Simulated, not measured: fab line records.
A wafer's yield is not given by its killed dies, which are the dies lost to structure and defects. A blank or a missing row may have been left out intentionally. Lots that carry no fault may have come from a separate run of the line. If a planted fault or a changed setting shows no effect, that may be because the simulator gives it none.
Comparing a struck lot with a sound one -- flow n5-finfet -- 36 steps out of a route of 1938
Sound: these wafers, L115.1, L115.4, L115.5. Wafers struck: L108.1, L108.4, L108.6. The cause comes at the end.
Per side, at each step with rows, come the tool, then ch with its chambers, and then its first start. Under that, the readings that differ: sound wafers -- struck wafers -- difference of the means -- sigmas: that difference in standard deviations of wafers without a fault.
alike: a reading whose means differ by less than 2 such deviations, as well as words and numbers matching on both sides. not compared: withheld readings; readings where some wafer has no value; bounds like >300 that might hide an equal value; numbers whose values overlap and for which the record gives no deviation.
A row with sigmas, a row that says differs or no value, or rows on one side alone: a step with any of these is where the two part. When numbers do not overlap yet have no deviation, they are printed without sigmas and do not part them. Lack of a reading on every wafer of one side parts them only where that side has two or more wafers.

first, 9 steps without rows for these wafers: N5_WELL_APT_COAT_19 (resist thk 950 nm); N5_WELL_APT_EBR_21; N5_WELL_APT_SOFTBAKE_20 (time 60 s); N5_WELL_APT_EXPOSE_22 (exposes mask PWELL, defocus 0 nm, target cd 200 nm); N5_WELL_APT_PEB_23 (peb time 90 s); N5_WELL_APT_DEVELOP_24 (develop time 45 s); N5_WELL_APT_HARDBAKE_29 (time 120 s); N5_WELL_APT_DESCUM_30 (chemistry O2, time 7.9 s); N5_WELL_APT_IMPLANT_31.
N5_WELL_APT_IMPLANT_32:
  sound on implanter-02 ch 0, day 6 21:19; struck on implanter-01 ch 0, day 5 03:38
reading,sound,struck,difference,sigmas
beam-energy-keV,50.013 50.030 49.985,34.485 34.471 34.492,-15.527,-99 or more
model.implant.rp-nm (nm),38.12 38.12 38.12,26.38 26.38 26.38,-11.74,
model.implant.drp-nm (nm),18.55 18.55 18.55,14.29 14.29 14.29,-4.26,
then, 25 steps without rows for these wafers: N5_WELL_APT_STRIP_33 (strips in SPM, time 900 s); N5_WELL_APT_RTA_34 (time 10 s); N5_WELL_APT_OXIDE_STRIP_42 (strips SiO2 in dHF, time 45 s, target depth 12 nm); N5_WELL_APT_PRECLEAN_36 (cleans in O3/DIW, time 45 s); N5_WELL_APT_PRECLEAN_39 (cleans in dHF, time 60 s); N5_WELL_APT_SRD_37 (time 30 s); N5_WELL_APT_EPI_41 (deposits Si from SiH4/H2, target thk 50 nm, time 297.7 s); N5_PMOS_HMC_CHANNEL_EPI_HM_DEP_34 (deposits SiO2 from TEOS/O2, target thk 36 nm, time 6.9 s); N5_PMOS_HMC_CHANNEL_EPI_COAT_31 (time 60 s, resist thk 66 nm); N5_PMOS_HMC_CHANNEL_EPI_COAT_03 (resist thk 205 nm); N5_PMOS_HMC_CHANNEL_EPI_EBR_05; N5_PMOS_HMC_CHANNEL_EPI_SOFTBAKE_04 (time 60 s); N5_PMOS_HMC_CHANNEL_EPI_EXPOSE_06 (exposes mask PMOS HMC BLK, target cd 240 nm); N5_PMOS_HMC_CHANNEL_EPI_PEB_07 (peb time 60 s); N5_PMOS_HMC_CHANNEL_EPI_DEVELOP_08 (develop time 30 s); N5_PMOS_HMC_CHANNEL_EPI_DESCUM_14 (chemistry O2, time 7.9 s); N5_PMOS_HMC_CHANNEL_EPI_ETCH_32 (etches BARC in N2/H2, stops on SiO2, target depth 85.8 nm, time 50.3 s); N5_PMOS_HMC_CHANNEL_EPI_HM_OPEN_15 (chemistry CHF3/O2, target SiO2, target depth 40.6 nm, time 20.3 s); N5_PMOS_HMC_CHANNEL_EPI_STRIP_33 (strips in N2/H2); N5_PMOS_HMC_CHANNEL_EPI_STRIP_17 (strips in SPM, time 750 s); N5_PMOS_HMC_CHANNEL_EPI_ETCH_38 (etches SiO2 in CF4, target depth 1.5 nm); N5_PMOS_HMC_CHANNEL_EPI_FIN_RECESS_16 (chemistry HBr/Cl2, target Si, target depth 54 nm, time 18 s); N5_PMOS_HMC_CHANNEL_EPI_PRECLEAN_36 (cleans in O3/DIW, time 45 s); N5_PMOS_HMC_CHANNEL_EPI_PRECLEAN_18 (cleans in DHF, time 30 s); N5_PMOS_HMC_CHANNEL_EPI_SRD_19 (time 30 s).
-- a jump in the record: the struck wafers' starts before and after are 7 days apart (it breaks off in module PMOS_HMC_CHANNEL_EPI and resumes in module BEOL_M4, where the first step shown is number 1111 of the route) --
N5_BEOL_M4_RC_MEAS_101:
  sound on prober-02 ch 0, day 13 20:00; struck on prober-02 ch 0, day 12 09:50
reading,sound,struck,difference,sigmas
CJ_N,4.41 4.44 4.38,5.55 5.55 5.55,+1.14,+13
IOFF_N_LONG (nA/um),5.5e-05 5.47e-05 5.46e-05,6.75e-05 6.7e-05 6.74e-05,+1.25e-05,+5
RS_PWELL (ohm/sq),3046 3024 3035,3154 3153 3129,+110,+5
  alike: DIBL_N, DIBL_P, IOFF_N, IOFF_P, ION_N, ION_P, SS_N, SS_P, VT_N, VT_P

WHERE THEY PART
At N5_WELL_APT_IMPLANT_32 first; at N5_BEOL_M4_RC_MEAS_101 last (within this record only).

WHY: what had been put in by the simulator
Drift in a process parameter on implanter-01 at N5_WELL_APT_IMPLANT_32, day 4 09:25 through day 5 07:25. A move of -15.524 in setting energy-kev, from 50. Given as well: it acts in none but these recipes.
